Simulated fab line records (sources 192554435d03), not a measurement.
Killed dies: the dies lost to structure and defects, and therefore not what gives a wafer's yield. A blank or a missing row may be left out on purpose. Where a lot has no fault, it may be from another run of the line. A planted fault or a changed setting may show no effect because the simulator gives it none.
Chamber matching    flow n5-finfet    4 sister chambers for N5_ILD0_CMP_12 on cmp-02
The step polishes SiNx, stops on poly-Si, t overpolish 6 s, target thk 17.67 nm. 22 wafers are shown with their chamber, then 11 later ones without.

## EACH WAFER AND ITS CHAMBER
wafer   chamber  motor-current-A (A)  time-to-endpoint-s (s)  overpolish-run-s (s)
L075.3  0        9.4                  26.3                    6.000
L075.5  3        9.3                  29.8                    6.007
L075.6  2        7.6                  27.5                    6.003
L076.2  1        9.3                  28.9                    6.002
L076.4  0        9.2                  30.1                    6.011
L076.5  1        8.8                  26.5                    5.987
L077.2  1        8.6                  29.8                    5.997
L077.4  3        9.7                  29.7                    6.000
L077.5  2        7.4                  29.0                    6.001
L079.3  2        7.6                  29.1                    6.017
L079.4  0        9.6                  27.7                    5.979
L079.6  3        9.7                  31.4                    5.999
L082.1  0        9.0                  31.8                    5.994
L082.3  1        8.5                  32.2                    5.994
L082.4  3        10.5                 28.7                    6.009
L087.3  1        9.3                  31.4                    6.026
L087.5  3        10.1                 32.3                    5.995
L087.6  2        8.1                  32.7                    5.993
L088.1  2        8.0                  31.9                    5.989
L088.3  3        9.7                  33.2                    5.997
L088.5  3        9.7                  34.9                    5.996
L089.3  1        8.7                  29.8                    6.003

SIGNATURES (means of the wafers above)
reading             chamber 0  chamber 1  chamber 2  chamber 3  scatter within a chamber
motor-current-A     9.300      8.867      7.740      9.814      0.336
time-to-endpoint-s  28.975     29.767     30.040     31.429     2.19
overpolish-run-s    5.99600    6.00150    6.00060    6.00043    0.0107
Rule: a wafer lies at a distance from a chamber equal to the root of the sum of squares, over the readings, of (its reading less the chamber's mean, divided by the reading's scatter). The wafer belongs to the nearest chamber; if the next one is less than 2 further off, it can't be placed. The scatter: take each reading less its chamber's mean, square it, sum over the shown wafers, divide by the number of wafers less the number of chambers, and take the root.

## WAFERS MISSING THEIR CHAMBER
wafer   motor-current-A (A)  time-to-endpoint-s (s)  overpolish-run-s (s)
L089.5  7.8                  26.3                    5.988
L089.6  9.8                  32.3                    6.002
L093.1  7.8                  29.9                    6.003
L093.3  10.5                 32.0                    6.000
L093.6  9.0                  27.6                    5.992
L094.1  9.0                  30.4                    5.989
L094.3  9.7                  28.2                    5.992
L094.4  9.9                  29.2                    6.003
L095.1  7.6                  26.0                    6.016
L095.2  9.0                  27.7                    6.014
L095.5  8.9                  26.6                    6.005

## EACH ONE'S CHAMBER
wafer   from the rows above           in truth
L089.5  can't be placed: 2 or 1       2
L089.6  can't be placed: 3 or 0       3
L093.1  2                             2
L093.3  can't be placed: 3 or 0       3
L093.6  can't be placed: 0 or 1 or 3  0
L094.1  can't be placed: 1 or 0 or 3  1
L094.3  can't be placed: 0 or 3 or 1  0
L094.4  can't be placed: 3 or 0       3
L095.1  can't be placed: 2 or 1       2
L095.2  can't be placed: 1 or 0 or 3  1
L095.5  can't be placed: 1 or 0       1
Correct placement for 1 of the 11. From these rows, 10 cannot be placed; in 10 the true chamber is one of the candidates. 0 placed wrongly.
